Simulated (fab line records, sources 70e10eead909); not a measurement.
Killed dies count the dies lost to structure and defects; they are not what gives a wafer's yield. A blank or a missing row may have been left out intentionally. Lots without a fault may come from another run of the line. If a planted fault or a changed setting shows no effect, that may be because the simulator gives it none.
fab line records | flow nand-harc
record lots=6 | wafers=18 | last-day=33
route steps=1302 shown P_GATE@170 END@1302
lots that met no fault: from a run of the same line without faults
start-h: the number of hours between the record's first day and the start of the first shown wafer of the lot | wait-h: time in hours since the lot's previous step | " unchanged from the row above | L1.1+2: a row that stands for several wafers | - no value present, or no start provided | * or withheld: withheld | < > ~ a bound
route shown NAME@n: a module of which the file shows steps, and the number in the route of the first | usual: the fault-free wafers' mean and standard deviation | same: alike in all rows | chamber/n: place in a boat | sites: the reading at each site | _std_site: standard deviation of those values | _edge_site: inner sites' mean taken away from outer sites' mean | radius-mm: how far each site lies from the wafer's centre | mask NAME#n: copy n | behind: the tool/chamber that last shaped the wafer | hold: cause of the lot's hold/its duration in hours/its outcome | device: names the non-switching transistor (n, p or np) | end of line: tests of these same wafers at the route's end | step lacking rows: just its recipe | killed: dies that structure and defects cost at the first sort, which is not the same as the wafer's yield | map: the dies of a wafer, with x for killed, . for not killed, _ for no die there
set.NAME: setting as actually run; set.NAME@STEP: the setting as run at that earlier step | model.NAME: the simulator's own value behind a step, which no gauge read
a table for each step, a row for each wafer; lots at some steps of the route
services: a tool's chamber out of use, with start hour (start-h, from the record's first day; less than 0 if before it), hours out, and reason
## steps
# step NHARC_P_GATE_CD_MEAS_46
# recipe target-cd-nm=720 | landing-energy-ev=500
# usual cd-nm=718.8/1.4
# same landing-energy-ev=500
lot.wafer | tool      | chamber | start-h | wait-h | cd-nm
L469.2    | cd-sem-02 | 0       | 138.21  | -      | 719.6
L469.3    | "         | 0       | "       | "      | 718.2
L469.5    | "         | 0       | "       | "      | 719.8
L480.1    | cd-sem-01 | 0       | 235.26  | -      | 718.2
L480.4    | "         | 0       | "       | "      | 718.7
L480.6    | "         | 0       | "       | "      | 719.0
L483.1    | cd-sem-01 | 0       | 271.98  | -      | 720.2
L483.2    | "         | 0       | "       | "      | 719.1
L483.6    | "         | 0       | "       | "      | 720.8
L484.1    | cd-sem-02 | 0       | 283.05  | -      | 717.6
L484.3    | "         | 0       | "       | "      | 718.7
L484.4    | "         | 0       | "       | "      | 720.9
L485.2    | cd-sem-02 | 0       | 287.68  | -      | 717.9
L485.3    | "         | 0       | "       | "      | 716.9
L485.6    | "         | 0       | "       | "      | 717.9
L488.1    | cd-sem-01 | 0       | 315.87  | -      | 717.8
L488.2    | "         | 0       | "       | "      | 720.2
L488.6    | "         | 0       | "       | "      | 715.8
# step NHARC_P_GATE_HARDBAKE_47
# recipe temp-c=125 | time-s=80
# step NHARC_P_GATE_DESCUM_48
# recipe time-s=3 | o2-flow-sccm=200 | ar-flow-sccm=0 | bias-power-w=0 | chemistry=O2
# usual drypump-motor-current-A=5.8/0.34 | o2-flow-sccm=200.0/0.58 | oes-product-au=0.999/0.01 | rf-vpp-V=57.8/0.9 | showerhead-plenum-p-Torr=1.92/0.08 | throttle-valve-pct=11.310/0.0094
# same bias-power-w=0
lot.wafer | tool        | chamber | start-h | wait-h | drypump-motor-current-A | o2-flow-sccm | oes-product-au | rf-hours-counter-h | rf-vpp-V | showerhead-plenum-p-Torr | throttle-valve-pct
L469.3    | rie-diel-02 | 1       | 138.39  | -      | 5.6                     | 200.6        | 0.996          | 6.0                | 58.2     | 1.98                     | 11.315
L469.2    | "           | 2       | "       | "      | 5.9                     | 199.4        | 0.999          | 5.9                | 57.4     | 1.84                     | 11.317
L469.5    | "           | 3       | "       | "      | 5.8                     | 199.8        | 0.996          | -                  | 58.3     | 1.96                     | 11.306
L480.4    | rie-diel-02 | 1       | 235.54  | -      | 5.6                     | 200.4        | 0.987          | 2.3                | 59.3     | 1.98                     | 11.311
L480.1    | "           | 2       | "       | "      | 5.9                     | 199.5        | 0.996          | 1.9                | 56.4     | 1.84                     | 11.301
L480.6    | "           | 2       | "       | "      | 5.9                     | 199.9        | 0.993          | -                  | 57.9     | 1.84                     | 11.335
L483.2    | rie-diel-06 | 1       | 272.14  | -      | 5.9                     | 199.1        | 0.995          | 7.7                | 58.0     | 1.81                     | 11.303
L483.1    | "           | 0       | "       | "      | 6.6                     | 200.4        | 1.006          | 9.0                | 56.6     | 1.80                     | 11.323
L483.6    | "           | 1       | "       | "      | 5.9                     | 200.0        | 1.002          | -                  | 56.0     | 1.81                     | 11.320
L484.1    | rie-diel-06 | 0       | 283.21  | -      | 6.6                     | 199.8        | 1.012          | 9.4                | 57.1     | 1.80                     | 11.314
L484.4    | "           | 1       | "       | "      | 5.9                     | 199.7        | 1.003          | 8.1                | 58.1     | 1.81                     | 11.300
L484.3    | "           | 3       | "       | "      | 5.4                     | 200.7        | 0.996          | 10.2               | 57.8     | 1.96                     | 11.303
L485.3    | rie-diel-02 | 3       | 287.84  | -      | 5.8                     | 199.5        | 1.004          | 4.1                | 58.2     | 1.95                     | 11.316
L485.2    | "           | 0       | "       | "      | 5.8                     | 200.9        | 1.004          | 4.8                | 59.7     | 2.03                     | 11.319
L485.6    | "           | 0       | "       | "      | 5.8                     | 200.7        | 0.998          | -                  | 59.8     | 2.03                     | 11.296
L488.2    | rie-diel-13 | 1       | 316.06  | -      | 5.8                     | 199.4        | 0.994          | 5.7                | 58.0     | 1.90                     | 11.308
L488.1    | "           | 2       | "       | "      | 5.4                     | 199.6        | 0.991          | 4.2                | 58.0     | 2.06                     | 11.302
L488.6    | "           | 3       | "       | "      | 6.4                     | 199.2        | 1.008          | -                  | 56.8     | 1.82                     | 11.305
# step NHARC_P_GATE_IMPLANT_49
# recipe energy-kev=30 | dose-cm2=3e+15 | tilt-deg=7
# step NHARC_P_GATE_STRIP_111
# recipe power-w=1500 | temp-c=110 | time-s=250 | chemistry=N2/H2
# usual drypump-motor-current-A=6.2/0.44 | heater-power-w=86/6.6
lot.wafer | tool            | chamber | start-h | wait-h | drypump-motor-current-A | heater-power-w | rf-hours-counter-h
L469.2    | plasma-asher-01 | 1       | 138.78  | 0.2    | 6.2                     | 77             | 28
L469.3    | "               | 1       | "       | "      | 6.2                     | 75             | -
L469.5    | "               | 0       | "       | "      | 6.4                     | 85             | -
L480.1    | plasma-asher-01 | 0       | 235.91  | 0.2    | 6.4                     | 88             | 14
L480.4    | "               | 1       | "       | "      | 6.3                     | 79             | -
L480.6    | "               | 0       | "       | "      | 6.4                     | 89             | -
L483.2    | plasma-asher-02 | 1       | 272.51  | 0.2    | 5.4                     | 97             | 1
L483.1    | "               | 0       | "       | "      | 6.6                     | 86             | 1
L483.6    | "               | 1       | "       | "      | 5.4                     | 97             | -
L484.1    | plasma-asher-02 | 0       | 283.63  | 0.2    | 6.6                     | 84             | 3
L484.4    | "               | 1       | "       | "      | 5.4                     | 97             | -
L484.3    | "               | 0       | "       | "      | 6.6                     | 85             | -
L485.2    | plasma-asher-02 | 1       | 288.26  | 0.2    | 5.4                     | 100            | 4
L485.3    | "               | 1       | "       | "      | 5.4                     | 98             | -
L485.6    | "               | 0       | "       | "      | 6.6                     | 87             | -
L488.1    | plasma-asher-02 | 0       | 316.41  | 0.2    | 6.7                     | 85             | 10
L488.2    | "               | 1       | "       | "      | 5.4                     | 99             | 10
L488.6    | "               | 0       | "       | "      | 6.6                     | 87             | -
# step NHARC_P_GATE_STRIP_75
# recipe power-w=1500 | temp-c=250 | chemistry=O2
# usual drypump-motor-current-A=6.2/0.45 | heater-power-w=323/25
lot.wafer | tool            | chamber | start-h | wait-h | drypump-motor-current-A | heater-power-w | rf-hours-counter-h
L469.2    | plasma-asher-01 | 1       | 139.05  | 0.2    | 6.2                     | 287            | 28
L469.3    | "               | 1       | "       | "      | 6.2                     | 279            | -
L469.5    | "               | 0       | "       | "      | 6.4                     | 338            | -
L480.1    | plasma-asher-01 | 0       | 236.21  | 0.3    | 6.4                     | 334            | 14
L480.4    | "               | 1       | "       | "      | 6.2                     | 285            | -
L480.6    | "               | 0       | "       | "      | 6.4                     | 331            | -
L483.2    | plasma-asher-02 | 1       | 272.82  | 0.3    | 5.4                     | 364            | 2
L483.1    | "               | 0       | "       | "      | 6.6                     | 325            | 2
L483.6    | "               | 1       | "       | "      | 5.4                     | 358            | -
L484.1    | plasma-asher-02 | 0       | 283.89  | 0.2    | 6.6                     | 315            | 3
L484.4    | "               | 1       | "       | "      | 5.4                     | 370            | -
L484.3    | "               | 0       | "       | "      | 6.6                     | 314            | -
L485.2    | plasma-asher-02 | 1       | 288.52  | 0.2    | 5.4                     | 349            | 4
L485.3    | "               | 1       | "       | "      | 5.4                     | 358            | -
L485.6    | "               | 0       | "       | "      | 6.6                     | 307            | -
L488.1    | plasma-asher-02 | 0       | 316.72  | 0.3    | 6.6                     | 314            | 10
L488.2    | "               | 1       | "       | "      | 5.4                     | 364            | 10
L488.6    | "               | 0       | "       | "      | 6.6                     | 321            | -
# step NHARC_P_GATE_STRIP_50
# recipe time-s=900 | temp-c=130 | chemistry=SPM
# step NHARC_P_GATE_DEHYDRATE_51
# recipe temp-c=150 | time-s=120
# step NHARC_P_GATE_HMDS_52
# recipe time-s=30
# step NHARC_P_GATE_COAT_53
# recipe spin-rpm=3000
# step NHARC_P_GATE_SOFTBAKE_54
# recipe temp-c=122 | time-s=95
# step NHARC_P_GATE_EBR_55
# step NHARC_P_GATE_EXPOSE_56
# recipe na=0.6 | target-cd-nm=720 | dose-mj=14.81 | mask-id=P_PSD
# same na=0.6
lot.wafer  | tool           | chamber | start-h | wait-h | mask
L469.2+3+5 | krf-scanner-01 | 0       | 139.69  | -      | P_PSD#0
L480.1+4+6 | krf-scanner-01 | 0       | 236.86  | -      | P_PSD#0
L483.1+2+6 | krf-scanner-02 | 0       | 273.59  | -      | P_PSD#0
L484.1+3+4 | krf-scanner-01 | 0       | 284.67  | -      | P_PSD#0
L485.2+3+6 | krf-scanner-01 | 0       | 289.16  | -      | P_PSD#0
L488.1+2+6 | krf-scanner-02 | 0       | 317.49  | -      | P_PSD#0
# step NHARC_P_GATE_PEB_57
# recipe peb-temp-c=118 | peb-time-s=85
# step NHARC_P_GATE_DEVELOP_58
# recipe time-s=70
# step NHARC_P_GATE_CD_MEAS_59
# recipe target-cd-nm=720 | landing-energy-ev=500
# usual cd-nm=720.6/1.9
# same landing-energy-ev=500
lot.wafer | tool      | chamber | start-h | wait-h | cd-nm
L469.2    | cd-sem-01 | 0       | 139.84  | -      | 720.7
L469.3    | "         | 0       | "       | "      | 720.5
L469.5    | "         | 0       | "       | "      | 719.8
L480.1    | cd-sem-02 | 0       | 237.01  | -      | 721.8
L480.4    | "         | 0       | "       | "      | 720.5
L480.6    | "         | 0       | "       | "      | 722.5
L483.1    | cd-sem-02 | 0       | 273.74  | -      | 721.3
L483.2    | "         | 0       | "       | "      | 720.4
L483.6    | "         | 0       | "       | "      | 723.2
L484.1    | cd-sem-01 | 0       | 284.83  | -      | 827.9
L484.3    | "         | 0       | "       | "      | 746.1
L484.4    | "         | 0       | "       | "      | 788.1
L485.2    | cd-sem-02 | 0       | 289.31  | -      | 806.1
L485.3    | "         | 0       | "       | "      | 828.1
L485.6    | "         | 0       | "       | "      | 767.5
L488.1    | cd-sem-02 | 0       | 317.64  | -      | 716.9
L488.2    | "         | 0       | "       | "      | 720.6
L488.6    | "         | 0       | "       | "      | 717.4
# step NHARC_P_GATE_HARDBAKE_60
# recipe temp-c=125 | time-s=80
# step NHARC_END_SORT_01
# recipe temp-c=25
# usual killed-at-array=59/20 | killed-at-other=0.8/1 | killed-at-periphery=3.2/2.1 | killed-dies=63/21 | killed-open=3.0/1.9 | killed-short=2.3/1.5
# same gross-dies=677
lot.wafer | tool      | chamber | start-h | wait-h | killed-at-array | killed-at-other | killed-at-periphery | killed-dies | killed-open | killed-short
L469.2    | prober-01 | 0       | 598.37  | 2.8    | 74              | 4               | 2                   | 80          | 2           | 3
L469.3    | prober-01 | 0       | 599.18  | 3.1    | 74              | 2               | 2                   | 78          | 4           | 1
L469.5    | prober-01 | 0       | 600.78  | 3.7    | 70              | 3               | 3                   | 76          | 3           | 1
L480.1    | prober-01 | 0       | 693.67  | 2.5    | 61              | 1               | 0                   | 62          | 1           | 2
L480.4    | prober-01 | 0       | 696.06  | 3.4    | 60              | 0               | 4                   | 64          | 2           | 4
L480.6    | prober-01 | 0       | 697.65  | 4.0    | 72              | 0               | 1                   | 73          | 2           | 0
L484.1    | prober-01 | 0       | 728.52  | 2.5    | 58              | 2               | 115                 | 175         | 7           | 2
L484.3    | prober-01 | 0       | 730.09  | 3.1    | 54              | 2               | 4                   | 60          | 4           | 4
L484.4    | prober-01 | 0       | 730.87  | 3.3    | 58              | 1               | 10                  | 69          | 5           | 2
L485.2    | prober-01 | 0       | 744.98  | 2.8    | 75              | 3               | 21                  | 99          | 5           | 5
L485.3    | prober-01 | 0       | 745.78  | 3.1    | 82              | 2               | 103                 | 187         | 6           | 1
L485.6    | prober-01 | 0       | 748.20  | 4.0    | 90              | 0               | 5                   | 95          | 5           | 2
# killed by level:class
L469.2 A_SLIT:chamber-film-flake=36 A_CHANNEL_HOLE_D1:chamber-film-flake=22 A_CHANNEL_HOLE_D2:chamber-film-flake=6 A_CONTACT:chamber-film-flake=4 THIN_TSV:chamber-film-flake=3 A_CHANNEL_FILL_D1:geometric-particle:short=2 P_GATE:chamber-film-flake=2 A_ONON_D1:geometric-particle:short=1
L469.3 A_SLIT:chamber-film-flake=27 A_CHANNEL_HOLE_D1:chamber-film-flake=27 A_CHANNEL_HOLE_D2:chamber-film-flake=5 A_STAIRCASE:chamber-film-flake=5 A_CONTACT:chamber-film-flake=4 P_GATE:chamber-film-flake=2 THIN_TSV:chamber-film-flake=2 A_ONON_D2:geometric-particle:short=1
L469.5 A_SLIT:chamber-film-flake=25 A_CHANNEL_HOLE_D1:chamber-film-flake=22 A_CHANNEL_HOLE_D2:chamber-film-flake=10 A_WL_FILL:chamber-film-flake=4 A_STAIRCASE:chamber-film-flake=3 THIN_TSV:chamber-film-flake=3 A_CHANNEL_FILL_D2:chamber-film-flake=2 P_M0:geometric-particle:open=1
L480.1 A_CHANNEL_HOLE_D1:chamber-film-flake=27 A_CHANNEL_HOLE_D2:chamber-film-flake=16 A_STAIRCASE:chamber-film-flake=4 A_CHANNEL_FILL_D1:chamber-film-flake=2 A_CHANNEL_FILL_D2:chamber-film-flake=2 A_SGD_CUT:chamber-film-flake=2 A_CONTACT:chamber-film-flake=2 A_DECK1_JOINT:geometric-particle:short=1
L480.4 A_CHANNEL_HOLE_D2:chamber-film-flake=22 A_CHANNEL_HOLE_D1:chamber-film-flake=21 A_CONTACT:chamber-film-flake=7 A_STAIRCASE:chamber-film-flake=3 A_CHANNEL_FILL_D1:geometric-particle:short=2 P_GATE:chamber-film-flake=2 A_ZERO_WELL:chamber-film-flake=2 P_CONTACT:geometric-particle:open=1
L480.6 A_CHANNEL_HOLE_D2:chamber-film-flake=32 A_CHANNEL_HOLE_D1:chamber-film-flake=21 A_CONTACT:chamber-film-flake=10 A_STAIRCASE:chamber-film-flake=5 A_SLIT:chamber-film-flake=2 P_GATE:geometric-particle:open=1 A_CHANNEL_FILL_D2:geometric-particle:open=1 A_M1:chamber-film-flake=1
L484.1 P_GATE:area-expose=114 A_SLIT:chamber-film-flake=35 A_CHANNEL_HOLE_D1:chamber-film-flake=6 A_M0:geometric-particle:open=3 A_STAIRCASE:chamber-film-flake=3 A_WL_FILL:geometric-particle:open=2 A_CHANNEL_FILL_D1:chamber-film-flake=2 A_BLC:chamber-film-flake=2
L484.3 A_SLIT:chamber-film-flake=33 A_CHANNEL_HOLE_D1:chamber-film-flake=6 A_CONTACT:chamber-film-flake=5 P_CONTACT:chamber-film-flake=2 A_BLC:chamber-film-flake=2 THIN_TSV:chamber-film-flake=2 P_CONTACT:geometric-particle:open=1 A_DECK1_JOINT:geometric-particle:open=1
L484.4 A_SLIT:chamber-film-flake=34 A_CHANNEL_HOLE_D1:chamber-film-flake=8 P_GATE:area-expose=5 P_CONTACT:geometric-particle:open=3 A_WL_FILL:chamber-film-flake=3 A_DECK1_JOINT:chamber-film-flake=3 A_BLC:chamber-film-flake=3 A_CONTACT:chamber-film-flake=2
L485.2 A_SLIT:chamber-film-flake=31 P_GATE:area-expose=18 A_CHANNEL_HOLE_D2:chamber-film-flake=15 A_CHANNEL_HOLE_D1:chamber-film-flake=14 A_STAIRCASE:chamber-film-flake=3 A_CONTACT:chamber-film-flake=3 A_ONON_D2:geometric-particle:open=2 THIN_TSV:chamber-film-flake=2
L485.3 P_GATE:area-expose=102 A_SLIT:chamber-film-flake=29 A_CHANNEL_HOLE_D1:chamber-film-flake=21 A_CHANNEL_HOLE_D2:chamber-film-flake=17 A_CONTACT:chamber-film-flake=3 A_ZERO_WELL:chamber-film-flake=2 A_STAIRCASE:chamber-film-flake=2 THIN_TSV:chamber-film-flake=2
L485.6 A_SLIT:chamber-film-flake=33 A_CHANNEL_HOLE_D1:chamber-film-flake=24 A_CHANNEL_HOLE_D2:chamber-film-flake=19 A_CONTACT:chamber-film-flake=4 A_STAIRCASE:chamber-film-flake=3 P_CONTACT:geometric-particle:short=1 P_M0:geometric-particle:open=1 A_ONON_D2:geometric-particle:short=1
# map L484.1 (x killed, . not)
____________x____________
_________..x.x.._________
_______x......xx.x_______
______xxxx.........______
_____.xxx..x......x._____
____xx...............____
____..xxx............____
___.xx..............x.___
___x.................x___
__.x........xx.........__
__xx..x................__
_x.x...................._
_xxxx...xx..x..........._
_xxxx.................x._
_.x......x.............._
_xx.....xx..x......x...._
xxx.....xxxxx.........x.x
xxxx.xxx.xxx...........xx
xxxx...xxxxxxx.......x..x
.x....xxxxxx.............
xx...x.xxxx..............
_xx....xxxxx...x........_
_.x......xxx.x.x.......x_
_xxx.x................xx_
_x..................x..._
_xxx.x............x....._
__xx..x..............xx__
__x.x..................__
___.xxx...............___
___xx.x.........x.x..x___
____.xxx.....x.x.x...____
____xxx.......x......____
_____x..x......x...x_____
______...xx..x.x...______
_______xxx....x..._______
_________xxxx..x_________
____________x____________
# map L485.3 (x killed, . not)
____________x____________
_________xxx.x.._________
_______xxxx......._______
______xx....x......______
_____x...x..x.x....x_____
____xx...x........x.x____
____xx.......x.......____
___xxxx.x...x.....x...___
___xxxxx...........x..___
__xxxxx................__
__xx.x.x..............x__
_xxxxx...x.............._
_x.xxx..x..x............_
_xxxx...x..............._
_.x..x...xx............._
_x.....x.xx....x.x......_
x.x..xx.xxxx....x......x.
xx.xx..xxxxxx.......xx..x
xxxxxxxxxxxx.............
xxx.x..xxxx.x......x.x...
xxx.x.xx.xxxxx...........
_xx.x.xxxxxxx.....x....._
_x..x..xx...x....x......_
_...xx...x.............._
_xxx.....xx..........x.._
_xxx...................._
__.xx..x...............__
__.x...................__
___x.xx....x..........___
___xx....x............___
____x..x.............____
____.............x..x____
_____x.........x..x._____
______xx.x.........______
_______xxx........_______
_________....xx._________
____________.____________
## services
tool            | chamber | start-h | hours | kind
rie-diel-02     | -       | 115.84  | 0.9   | repair
rie-diel-13     | 0       | 119.54  | 2.7   | repair
rie-diel-02     | -       | 120.18  | 4.4   | repair
rie-diel-06     | -       | 130.20  | 9.0   | pm
rie-diel-02     | 1       | 138.80  | 16.8  | repair
krf-scanner-01  | -       | 140.00  | 4.0   | pm
krf-scanner-01  | -       | 152.86  | 0.8   | repair
rie-diel-13     | -       | 165.00  | 9.0   | pm
plasma-asher-01 | -       | 165.72  | 9.0   | pm
krf-scanner-01  | -       | 183.98  | 0.3   | repair
rie-diel-02     | 2       | 200.61  | 24.7  | repair
rie-diel-13     | 2       | 201.24  | 54.4  | repair
krf-scanner-02  | -       | 210.62  | 0.6   | repair
rie-diel-02     | -       | 216.70  | 9.0   | pm
rie-diel-13     | -       | 222.33  | 19.4  | repair
krf-scanner-02  | -       | 223.61  | 37.9  | repair
rie-diel-06     | 1       | 228.87  | 3.5   | repair
plasma-asher-02 | -       | 238.48  | 5.5   | repair
plasma-asher-02 | -       | 249.00  | 9.0   | pm
krf-scanner-02  | -       | 266.00  | 4.0   | pm
rie-diel-02     | 1       | 296.97  | 14.7  | repair
rie-diel-02     | 3       | 303.30  | 1.6   | repair
rie-diel-06     | -       | 307.20  | 9.0   | pm
krf-scanner-01  | -       | 312.00  | 4.0   | pm
## key
first-sign step=NHARC_P_GATE_CD_MEAS_59 | reading=cd-nm | direction=up | sigmas=39 | usual=720.6 | struck=794.0
effect step=NHARC_END_SORT_01 | reading=killed-at-periphery | direction=up | sigmas=19 | usual=3.2 | struck=43 | wafers-moved=4
more-kills-born-at NHARC_P_GATE_EXPOSE_56@krf-scanner-01=239
met-at NHARC_P_GATE_EXPOSE_56
struck-wafers L484.1,L484.3,L484.4,L485.2,L485.3,L485.6
tester-left-out L484,L485
onset-between 236.86 284.67
fault kind=process-parameter-drift | tool=krf-scanner-01 | chamber=- | onset-h=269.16 | steps=NHARC_P_GATE_EXPOSE_56 | channel=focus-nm | offset=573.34 | spread-by-wafer=0.3 | shape=step | end-h=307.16
# tester-left-out: of these lots the tester's yield and bins aren't shown, on N5 and GAA mostly nor the transistor test; their killed dies are dies lost to structure and defects alone, not to doping, threshold or leakage, so they don't give the yield
